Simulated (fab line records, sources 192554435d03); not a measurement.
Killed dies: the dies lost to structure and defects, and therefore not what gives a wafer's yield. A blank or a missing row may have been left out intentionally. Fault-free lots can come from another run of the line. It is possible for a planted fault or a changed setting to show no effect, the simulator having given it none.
fab line records	flow n5Finfet	part 1 of 2: steps 1 to 26 of 32
[record] lots = 5	wafers = 15	lastDay = 17
route steps=1938 shown BEOL_M5@1185 BEOL_M6@1194
lots that met no fault: from a run of the same line without faults
startH: hours from the record's first day to the start of the lot's first wafer shown	waitH: hours from the lot's prior step to this one	" repeats the value in the row above	L1.1+2: one row covering several wafers at once	- no value, or no start given	* or withheld: withheld	< > ~ a bound
route shown NAME@n: NAME is a module with steps in the file, n the number in the route of the first one	usual: average and standard deviation across the fault-free wafers	same: alike in all rows	chamber/n: place in a boat	sites: per-site readings	_std_site: how widely they spread, as a standard deviation	_edge_site: mean of outer sites minus mean of inner sites	radiusMm: for every site, how far away it sits from the centre of the wafer	mask NAME#n: copy n	behind: the last tool/chamber to shape the wafer	hold: reason for holding the lot/hours on hold/outcome of the hold	device: the transistor (n, p or np) that didn't switch	end of line: the route-end tests of the same wafers	for a step that has no rows: nothing shown but its recipe	killed: at the first sort, the dies lost to defects and structure; wafer yield is something else	map: shows each die of a wafer: x if killed, . if not, _ if none is there
set.NAME: setting as actually run; set.NAME@STEP: the setting as run at that earlier step	model.NAME: the simulator's own value behind a step, which no gauge read
a table for each step, a row for each wafer; lots at some steps of the route
services: when a tool's chamber went out of use (startH, in hours from the record's first day, below 0 if earlier), for how many hours, and the reason
[[steps]]
[step N5_BEOL_M5_ANNEAL_51]
[recipe] tempC = 225	timeS = 90	ambient = N2
[usual] wafer_temp_C_max = 226.6/0.37
[same] timeS = 90
lot.wafer	tool	chamber	startH	waitH	wafer_temp_C_max
L077.3	rtpAnneal-01	0	199.83	0.1	226.3
L077.4	"	0	"	"	226.2
L077.5	"	0	"	"	226.6
L082.1	rtpAnneal-02	0	224.84	0.1	227.1
L082.4	"	0	"	"	226.7
L082.5	"	0	"	"	226.5
L084.3	rtpAnneal-02	0	230.04	0.4	227.1
L084.5	"	0	"	"	226.9
L084.6	"	0	"	"	226.6
L094.4	rtpAnneal-01	0	298.63	0.2	226.2
L094.5	"	0	"	"	226.3
L094.6	"	0	"	"	225.9
L097.1	rtpAnneal-02	0	314.65	0.2	226.9
L097.2	"	0	"	"	226.6
L097.5	"	0	"	"	226.7
[step N5_BEOL_M5_CMP_52]
[recipe] stopOn = SiCOH_lowk	tOverpolishS = 6.9	downForcePsi = 1	platenRpm = 50	clearingPlatenDownForcePsi = 1.5	clearingPlatenRpm = 50	postCmpClean = cuAlkaline	targetThkNm = 62	clearingPlatenPadVelocityMS = 0.99484	padVelocityMS = 0.99484
[usual] barrierFieldEndpointS = 24.7/0.55	clearingPlatenRpm = 50.002/0.025	motorCurrentA = 6.1/0.65	overpolishRunS = 6.899/0.0092	timeToEndpointS = 62.0/2.4
[same] tOverpolishS = 6.9
lot.wafer	tool	chamber	startH	waitH	barrierFieldEndpointS	clearingPlatenRpm	motorCurrentA	overpolishRunS	timeToEndpointS
L077.4	cmp-04	0	200.12	0.2	24.6	50.002	6.3	6.897	62.9
L077.3	"	1	"	"	25.3	49.928	6.4	6.918	64.2
L077.5	"	3	"	"	24.7	49.990	5.6	6.891	57.3
L082.4	cmp-02	1	225.13	0.1	25.8	49.980	6.7	6.901	66.5
L082.1	"	0	"	"	25.9	50.006	5.3	6.892	65.6
L082.5	"	2	"	"	25.9	49.997	5.3	6.889	67.0
L084.3	cmp-04	1	230.28	0.2	25.6	49.986	6.5	6.893	64.9
L084.5	"	0	"	"	25.4	50.032	5.8	6.893	63.5
L084.6	"	1	"	"	25.2	49.982	6.3	6.916	62.6
L094.4	cmp-02	2	298.80	0.1	24.7	49.990	4.9	6.900	63.8
L094.5	"	2	"	"	25.5	49.991	5.2	6.891	63.5
L094.6	"	3	"	"	25.3	50.038	6.7	6.892	61.4
L097.2	cmp-04	0	314.98	0.2	24.9	50.006	6.0	6.906	64.7
L097.1	"	1	"	"	24.3	50.029	6.6	6.904	62.1
L097.5	"	0	"	"	25.3	50.018	6.1	6.904	65.4
[step N5_BEOL_M5_THK_MEAS_53]
[recipe] thkMeasGauge = xrf	reads = Cu_of_BEOL_M5_ECD_50
[usual] M5_THK = 60.8/1.6
lot.wafer	tool	chamber	startH	waitH	M5_THK[nm]
L077.3	filmMetro-01	-	200.34	-	61.3
L077.4	"	-	"	"	60.6
L077.5	"	-	"	"	60.3
L082.1	filmMetro-01	-	225.43	-	62.0
L082.4	"	-	"	"	61.2
L082.5	"	-	"	"	61.5
L084.3	filmMetro-01	-	230.54	-	60.9
L084.5	"	-	"	"	59.8
L084.6	"	-	"	"	62.9
L094.4	filmMetro-01	-	299.09	-	63.4
L094.5	"	-	"	"	61.8
L094.6	"	-	"	"	61.5
L097.1	filmMetro-02	-	315.24	-	61.5
L097.2	"	-	"	"	61.5
L097.5	"	-	"	"	59.7
[step N5_BEOL_M5_PRE_CLEAN_77]
[recipe] gas = NH3/H2	timeS = 15	tempC = *	rfPowerW = 300
[usual] heaterPowerW = 79/13
[same] timeS = 15
lot.wafer	tool	chamber	startH	waitH	heaterPowerW
L077.3	cvdCo-01	0	200.37	0.0	88
L077.4	"	1	"	"	78
L077.5	"	2	"	"	95
L082.1	cvdCo-01	0	225.46	0.0	87
L082.4	"	2	"	"	96
L082.5	"	0	"	"	88
L084.3	cvdCo-01	0	230.58	0.0	87
L084.5	"	0	"	"	86
L084.6	"	2	"	"	96
L094.4	cvdCo-01	1	299.15	0.1	78
L094.5	"	2	"	"	97
L094.6	"	0	"	"	91
L097.1	cvdCo-02	0	315.28	0.0	63
L097.2	"	1	"	"	79
L097.5	"	2	"	"	57
[step N5_BEOL_M5_CO_CAP_78]
[recipe] material = Co	targetThkA = 20	tempC = 200	precursor = CCTBA/H2	pressureTorr = 30	timeS = 102.1
[usual] heaterPowerW = 229/17
[same] timeS = 102.1
lot.wafer	tool	chamber	startH	waitH	heaterPowerW
L077.3	cvdCo-01	0	200.41	0.0	239
L077.4	"	1	"	"	223
L077.5	"	2	"	"	250
L082.1	cvdCo-01	0	225.50	0.0	237
L082.4	"	2	"	"	245
L082.5	"	0	"	"	240
L084.3	cvdCo-01	0	230.62	0.0	244
L084.5	"	0	"	"	240
L084.6	"	2	"	"	250
L094.4	cvdCo-01	1	299.20	0.0	226
L094.5	"	2	"	"	246
L094.6	"	0	"	"	240
L097.1	cvdCo-02	0	315.32	0.0	213
L097.2	"	1	"	"	232
L097.5	"	2	"	"	205
[step N5_BEOL_M5_PRE_CLEAN_55]
[recipe] gas = NH3	timeS = 15	tempC = withheld	rfPowerW = 300
[same] timeS = 15
lot.wafer	tool	chamber	startH	waitH
L077.3+4+5	pecvd-04	1,0,1	200.50	0.1
L082.1+4+5	pecvd-02	0,0,2	225.61	0.1
L084.3+5+6	pecvd-04	2,1,0	230.71	0.1
L094.4+5+6	pecvd-03	1,0,2	299.27	0.0
L097.1+2+5	pecvd-03	2,0,0	315.41	0.1
[step N5_BEOL_M5_DEP_56]
[recipe] material = SiCN	targetThkA = 80	tempC = withheld	precursor = 3MS/NH3	pressureTorr = 3	rfW = 202	timeS = 14
[usual] showerheadPlenumPTorr = 3.669/0.014	throttleValvePct = 9.0/0.38
[same] timeS = 14
lot.wafer	tool	chamber	startH	waitH	showerheadPlenumPTorr	throttleValvePct
L077.3	pecvd-04	1	200.53	0.0	3.644	9.9
L077.4	"	0	"	"	3.675	9.3
L077.5	"	1	"	"	3.645	9.7
L082.1	pecvd-02	0	225.63	0.0	3.685	9.0
L082.4	"	0	"	"	3.690	8.9
L082.5	"	2	"	"	3.660	8.3
L084.3	pecvd-04	2	230.73	0.0	3.675	9.2
L084.5	"	1	"	"	3.657	9.5
L084.6	"	0	"	"	3.676	9.6
L094.4	pecvd-03	1	299.30	0.0	3.672	8.6
L094.5	"	0	"	"	3.686	8.9
L094.6	"	2	"	"	3.656	9.1
L097.1	pecvd-03	2	315.43	0.0	3.655	9.1
L097.2	"	0	"	"	3.689	8.8
L097.5	"	0	"	"	3.681	8.6
[step N5_BEOL_M5_RS_MEAS_57]
[recipe] thkMeasGauge = four-point-probe	reads = Co_of_BEOL_M5_CO_CAP_78+Cu_of_BEOL_M5_ECD_50+Co_of_BEOL_M5_CVD_47+TaN_of_BEOL_M5_ALD_86
[usual] M5_RS = 0.388/0.013
lot.wafer	tool	chamber	startH	waitH	M5_RS[ohm/sq]
L077.3	filmMetro-02	-	200.60	0.1	0.388
L077.4	"	-	"	"	0.395
L077.5	"	-	"	"	0.395
L082.1	filmMetro-01	-	225.70	0.0	0.384
L082.4	"	-	"	"	0.389
L082.5	"	-	"	"	0.391
L084.3	filmMetro-02	-	230.80	0.1	0.388
L084.5	"	-	"	"	0.396
L084.6	"	-	"	"	0.375
L094.4	filmMetro-02	-	299.35	0.0	0.365
L094.5	"	-	"	"	0.372
L094.6	"	-	"	"	0.377
L097.1	filmMetro-02	-	315.51	0.1	0.387
L097.2	"	-	"	"	0.387
L097.5	"	-	"	"	0.402
[step N5_BEOL_M5_INSPECT_58]
[recipe] inspectInstrument = darkfield	mode = postDep
[usual] rawDefectCount = 76/20
lot.wafer	tool	chamber	startH	waitH	rawDefectCount
L077.3	defectInspect-01	-	200.62	0.0	37
L077.4	"	-	"	"	61
L077.5	"	-	"	"	55
L082.1	defectInspect-02	-	225.73	0.0	84
L082.4	"	-	"	"	53
L082.5	"	-	"	"	71
L084.3	defectInspect-02	-	230.83	0.0	93
L084.5	"	-	"	"	66
L084.6	"	-	"	"	60
L094.4	defectInspect-01	-	299.38	0.0	67
L094.5	"	-	"	"	63
L094.6	"	-	"	"	50
L097.1	defectInspect-02	-	315.53	0.0	64
L097.2	"	-	"	"	94
L097.5	"	-	"	"	88
[step N5_BEOL_M6_ILD_DEP_00]
[recipe] material = SiCOH_lowk	targetThkA = 1797.5	tempC = 300	precursor = DEMS/porogen	pressureTorr = 5	rfW = 500	timeS = 33.4
[usual] heaterPowerW = 306/34	showerheadPlenumPTorr = 5.745/0.016	throttleValvePct = 13.7/0.54
[same] timeS = 33.4
lot.wafer	tool	chamber	startH	waitH	heaterPowerW	showerheadPlenumPTorr	throttleValvePct
L077.3	pecvd-01	0	200.66	0.0	319	5.725	14.5
L077.4	"	0	"	"	315	5.737	14.6
L077.5	"	2	"	"	331	5.747	13.6
L082.1	pecvd-01	0	225.76	0.0	298	5.731	14.6
L082.4	"	1	"	"	319	5.753	13.5
L082.5	"	1	"	"	250	5.765	13.8
L084.3	pecvd-01	0	230.88	0.1	257	5.726	14.6
L084.5	"	0	"	"	271	5.747	14.4
L084.6	"	1	"	"	309	5.742	13.8
L094.4	pecvd-02	0	299.43	0.1	360	5.749	14.0
L094.5	"	2	"	"	366	5.738	12.9
L094.6	"	1	"	"	300	5.713	13.4
L097.1	pecvd-01	2	315.57	0.0	333	5.761	12.5
L097.2	"	0	"	"	316	5.739	14.7
L097.5	"	0	"	"	316	5.729	14.7
[step N5_BEOL_M6_CURE_74]
[recipe] tempC = 385	timeS = 240	ambient = He/Ar	material = SiCOH_lowk
[usual] lampPowerPct = 52.31/0.059	wafer_temp_C_max = 387.2/0.79
[same] timeS = 240
lot.wafer	tool	chamber	startH	waitH	lampPowerPct	wafer_temp_C_max
L077.3	uvCure-03	0	200.88	0.2	52.25	387.1
L077.4	"	0	"	"	52.31	386.3
L077.5	"	0	"	"	52.33	387.1
L082.1	uvCure-01	0	225.85	0.1	52.45	386.7
L082.4	"	0	"	"	52.27	386.8
L082.5	"	0	"	"	52.34	386.0
L084.3	uvCure-03	1	231.11	0.2	52.27	388.1
L084.5	"	1	"	"	52.42	388.2
L084.6	"	1	"	"	52.35	388.5
L094.4	uvCure-02	0	299.72	0.3	52.37	386.6
L094.5	"	0	"	"	52.32	386.7
L094.6	"	0	"	"	52.32	386.4
L097.1	uvCure-03	1	315.63	0.0	52.29	390.2
L097.2	"	1	"	"	52.39	388.5
L097.5	"	1	"	"	52.31	387.9
[step N5_BEOL_M6_THK_MEAS_01]
[recipe] reads = SiCOH_lowk_of_BEOL_M6_ILD_DEP_00
[usual] M6_ILD_THK = 155.8/1.9
lot.wafer	tool	chamber	startH	waitH	M6_ILD_THK[nm]
L077.3	filmMetro-01	-	201.24	0.3	154.2
L077.4	"	-	"	"	156.5
L077.5	"	-	"	"	158.9
L082.1	filmMetro-01	-	226.36	0.4	153.8
L082.4	"	-	"	"	156.0
L082.5	"	-	"	"	156.1
L084.3	filmMetro-02	-	231.46	0.3	156.1
L084.5	"	-	"	"	156.8
L084.6	"	-	"	"	155.5
L094.4	filmMetro-01	-	299.99	0.2	156.7
L094.5	"	-	"	"	155.8
L094.6	"	-	"	"	155.9
L097.1	filmMetro-01	-	316.16	0.4	155.4
L097.2	"	-	"	"	152.7
L097.5	"	-	"	"	157.3
[step N5_BEOL_M6_PECVD_70]
[recipe] material = SiO2	targetThkA = 200	tempC = 400	precursor = TEOS/O2	pressureTorr = 5.5	rfW = 450	teosFlowSccm = 53.8	gas = O2	flowSccm = 3000	timeS = 22.7
[usual] heaterPowerW = 703/61	showerheadPlenumPTorr = 8.81/0.067	throttleValvePct = 22.0/0.75
[same] timeS = 22.7
lot.wafer	tool	chamber	startH	waitH	heaterPowerW	showerheadPlenumPTorr	throttleValvePct
L077.3	pecvd-02	2	201.27	0.0	758	8.78	20.4
L077.4	"	0	"	"	793	8.91	22.4
L077.5	"	2	"	"	736	8.77	20.5
L082.1	pecvd-03	1	226.40	0.0	674	8.82	22.3
L082.4	"	2	"	"	658	8.73	22.3
L082.5	"	1	"	"	690	8.79	22.5
L084.3	pecvd-03	0	231.50	0.0	702	8.88	21.9
L084.5	"	1	"	"	743	8.79	22.3
L084.6	"	0	"	"	715	8.92	21.8
L094.4	pecvd-03	0	300.05	0.1	611	8.90	21.7
L094.5	"	1	"	"	675	8.79	22.3
L094.6	"	2	"	"	677	8.74	22.4
L097.1	pecvd-01	1	316.20	0.0	737	8.82	22.2
L097.2	"	2	"	"	677	8.88	20.6
L097.5	"	1	"	"	767	8.83	22.1
[step N5_BEOL_M6_HM_DEP_02]
[recipe] material = TiN	targetThkA = 200	tempC = 25	chamberPressurePa = 0.49996
[usual] throttleValvePct = 29.5/0.81
lot.wafer	tool	chamber	startH	waitH	throttleValvePct
L077.3	pvdSputter-02	-	201.62	0.3	29.7
L077.4	"	-	"	"	29.1
L077.5	"	-	"	"	29.5
L082.1	pvdSputter-01	-	227.37	1.0	31.6
L082.4	"	-	"	"	29.5
L082.5	"	-	"	"	31.9
L084.3	pvdSputter-01	-	231.89	0.4	28.7
L084.5	"	-	"	"	28.7
L084.6	"	-	"	"	28.2
L094.4	pvdSputter-03	-	302.06	2.0	29.3
L094.5	"	-	"	"	29.2
L094.6	"	-	"	"	29.5
L097.1	pvdSputter-02	-	316.46	0.2	28.8
L097.2	"	-	"	"	29.3
L097.5	"	-	"	"	30.1
[step N5_BEOL_M6_COAT_59]
[recipe] resist = SOC	tempC = 250	timeS = 60	spinRpm = 1500	resistThkNm = 100
[same] timeS = 60
lot.wafer	tool	chamber	startH	waitH
L077.3+4+5	lithoTrack-04	0	201.75	0.1
L082.1+4+5	lithoTrack-04	0	227.50	0.1
L084.3+5+6	lithoTrack-04	0	232.02	0.1
L094.4+5+6	lithoTrack-04	0	302.19	0.1
L097.1+2+5	lithoTrack-01	0	316.58	0.1
[step N5_BEOL_M6_COAT_60]
[recipe] resist = SiARC	tempC = 220	timeS = 60	spinRpm = 1500	resistThkNm = 35
[same] timeS = 60
lot.wafer	tool	chamber	startH	waitH
L077.3+4+5	lithoTrack-04	0	-	-
L082.1+4+5	lithoTrack-04	0	-	-
L084.3+5+6	lithoTrack-04	0	-	-
L094.4+5+6	lithoTrack-04	0	-	-
L097.1+2+5	lithoTrack-01	0	-	-
[step N5_BEOL_M6_COAT_05]
[recipe] resist = CAR-ArF	spinRpm = 1500	resistThkNm = 90
lot.wafer	tool	chamber	startH	waitH
L077.3+4+5	lithoTrack-04	0	-	-
L082.1+4+5	lithoTrack-04	0	-	-
L084.3+5+6	lithoTrack-04	0	-	-
L094.4+5+6	lithoTrack-04	0	-	-
L097.1+2+5	lithoTrack-01	0	-	-
[step N5_BEOL_M6_EBR_07]
[recipe] solvent = PGMEA	ebrWidthMm = 1.5
lot.wafer	tool	chamber	startH	waitH
L077.3+4+5	lithoTrack-04	0	-	-
L082.1+4+5	lithoTrack-04	0	-	-
L084.3+5+6	lithoTrack-04	0	-	-
L094.4+5+6	lithoTrack-04	0	-	-
L097.1+2+5	lithoTrack-01	0	-	-
[step N5_BEOL_M6_SOFTBAKE_06]
[recipe] tempC = 110	timeS = 60	resist = CAR-ArF
[same] timeS = 60
lot.wafer	tool	chamber	startH	waitH
L077.3+4+5	lithoTrack-04	0	-	-
L082.1+4+5	lithoTrack-04	0	-	-
L084.3+5+6	lithoTrack-04	0	-	-
L094.4+5+6	lithoTrack-04	0	-	-
L097.1+2+5	lithoTrack-01	0	-	-
[step N5_BEOL_M6_EXPOSE_08]
[recipe] maskId = M6	na = 1.35	sourceShape = dipole	sigmaInner = 0.817	sigmaOuter = 0.97	polarization = te	doseMj = 68.25
lot.wafer	tool	chamber	startH	waitH	mask
L077.3+4+5	arfiScanner-01	0	202.00	-	M6#0
L082.1+4+5	arfiScanner-01	0	227.62	-	M6#0
L084.3+5+6	arfiScanner-03	0	232.15	-	M6#0
L094.4+5+6	arfiScanner-01	0	302.45	-	M6#0
L097.1+2+5	arfiScanner-03	0	316.83	-	M6#0
[step N5_BEOL_M6_PEB_09]
[recipe] pebTempC = withheld	pebTimeS = 60	resist = CAR-ArF
lot.wafer	tool	chamber	startH	waitH
L077.3+4+5	lithoTrack-04	0	202.06	0.0
L082.1+4+5	lithoTrack-01	0	227.68	0.1
L084.3+5+6	lithoTrack-04	0	232.20	0.0
L094.4+5+6	lithoTrack-03	0	302.50	0.0
L097.1+2+5	lithoTrack-01	0	316.89	0.1
[step N5_BEOL_M6_DEVELOP_10]
[recipe] developTimeS = 30	developer = TMAH	resist = CAR-ArF	rinseLiquid = diw	dry = airSpin	devTempC = 23
[same] developTimeS = 30
lot.wafer	tool	chamber	startH	waitH
L077.3+4+5	lithoTrack-04	0	-	-
L082.1+4+5	lithoTrack-01	0	-	-
L084.3+5+6	lithoTrack-04	0	-	-
L094.4+5+6	lithoTrack-03	0	-	-
L097.1+2+5	lithoTrack-01	0	-	-
[step N5_BEOL_M6_CD_MEAS_11]
[recipe] targetCdNm = 38.5	landingEnergyEv = 500	detector = seInlens	polarity = opening
[usual] cdNm = 38.5/0.38
lot.wafer	tool	chamber	startH	waitH	cdNm
L077.3	cdSem-03	0	202.12	-	38.2
L077.4	"	0	"	"	37.7
L077.5	"	0	"	"	38.3
L082.1	cdSem-01	0	227.74	-	38.7
L082.4	"	0	"	"	38.8
L082.5	"	0	"	"	38.7
L084.3	cdSem-03	0	232.27	-	38.6
L084.5	"	0	"	"	39.0
L084.6	"	0	"	"	39.1
L094.4	cdSem-02	0	302.57	-	38.7
L094.5	"	0	"	"	38.8
L094.6	"	0	"	"	38.8
L097.1	cdSem-01	0	316.95	-	38.1
L097.2	"	0	"	"	38.3
L097.5	"	0	"	"	38.5
[step N5_BEOL_M6_OVL_MEAS_12]
[recipe] pointsPerWafer = 44
[usual] M6_OVL = -0.1/0.71
lot.wafer	tool	chamber	startH	waitH	M6_OVL[nm]
L077.3	overlay-01	0	202.15	0.0	-1.4
L077.4	"	0	"	"	0.1
L077.5	"	0	"	"	-0.5
L082.1	overlay-01	0	227.77	0.0	0.0
L082.4	"	0	"	"	0.3
L082.5	"	0	"	"	0.9
L084.3	overlay-01	0	232.30	0.0	1.0
L084.5	"	0	"	"	0.8
L084.6	"	0	"	"	1.1
L094.4	overlay-02	0	302.59	0.0	1.2
L094.5	"	0	"	"	0.5
L094.6	"	0	"	"	0.3
L097.1	overlay-01	0	316.98	0.0	0.6
L097.2	"	0	"	"	-0.1
L097.5	"	0	"	"	0.2
[step N5_BEOL_M6_INSPECT_13]
[recipe] mode = adi	inspectInstrument = brightfield
[usual] rawDefectCount = 417/86
lot.wafer	tool	chamber	startH	waitH	rawDefectCount
L077.3	defectInspect-02	-	202.18	0.0	313
L077.4	"	-	"	"	431
L077.5	"	-	"	"	477
L082.1	defectInspect-02	-	227.80	0.0	466
L082.4	"	-	"	"	287
L082.5	"	-	"	"	442
L084.3	defectInspect-02	-	232.32	0.0	572
L084.5	"	-	"	"	454
L084.6	"	-	"	"	327
L094.4	defectInspect-02	-	302.62	0.0	328
L094.5	"	-	"	"	371
L094.6	"	-	"	"	269
L097.1	defectInspect-01	-	317.01	0.0	517
L097.2	"	-	"	"	364
L097.5	"	-	"	"	360
[step N5_BEOL_M6_DESCUM_16]
[recipe] chemistry = O2	timeS = 7.9	sourcePowerW = 50	biasPowerW = 20	pressureMtorr = 20	rfFrequencyHz = 2.712e+07	tempC = 40	resist = CAR-ArF	o2FlowSccm = 225
[usual] drypumpMotorCurrentA = 5.5/0.42	oesProductAu = 0.80/0.08	rfVppV = 243.2/1.1	showerheadPlenumPTorr = 2.09/0.063	throttleValvePct = 20.58/0.25
[same] timeS = 7.9
lot.wafer	tool	chamber	startH	waitH	drypumpMotorCurrentA	oesProductAu	rfHoursCounterH	rfVppV	showerheadPlenumPTorr	throttleValvePct
L077.3	rieDiel-02	2	202.21	0.0	5.0	0.70	187	242.4	1.99	20.79
L077.4	"	0	"	"	5.6	0.74	182	242.6	2.09	20.81
L077.5	"	3	"	"	4.9	0.73	-	244.4	2.10	20.50
L082.1	rieDiel-01	2	227.84	0.0	5.6	0.88	45	246.0	2.22	20.05
L082.4	"	0	"	"	5.9	0.93	27	243.1	2.14	20.25
L082.5	"	1	"	"	6.1	0.76	-	241.5	2.01	20.72
L084.3	rieDiel-04	0	232.35	0.0	5.5	0.88	53	244.3	2.12	20.55
L084.5	"	2	"	"	5.6	0.90	-	242.9	2.14	20.72
L084.6	"	0	"	"	5.5	0.87	-	243.8	2.12	20.54
L094.4	rieDiel-04	1	302.65	0.0	4.7	0.92	16	243.6	2.05	20.29
L094.5	"	0	"	"	5.5	0.84	-	242.7	2.11	20.61
L094.6	"	1	"	"	4.7	0.93	-	241.8	2.04	20.30
L097.1	rieDiel-01	1	317.04	0.0	6.1	0.72	172	242.8	2.00	20.76
L097.2	"	3	"	"	6.2	0.76	149	243.3	2.19	20.94
L097.5	"	1	"	"	6.1	0.72	-	241.8	2.00	20.76
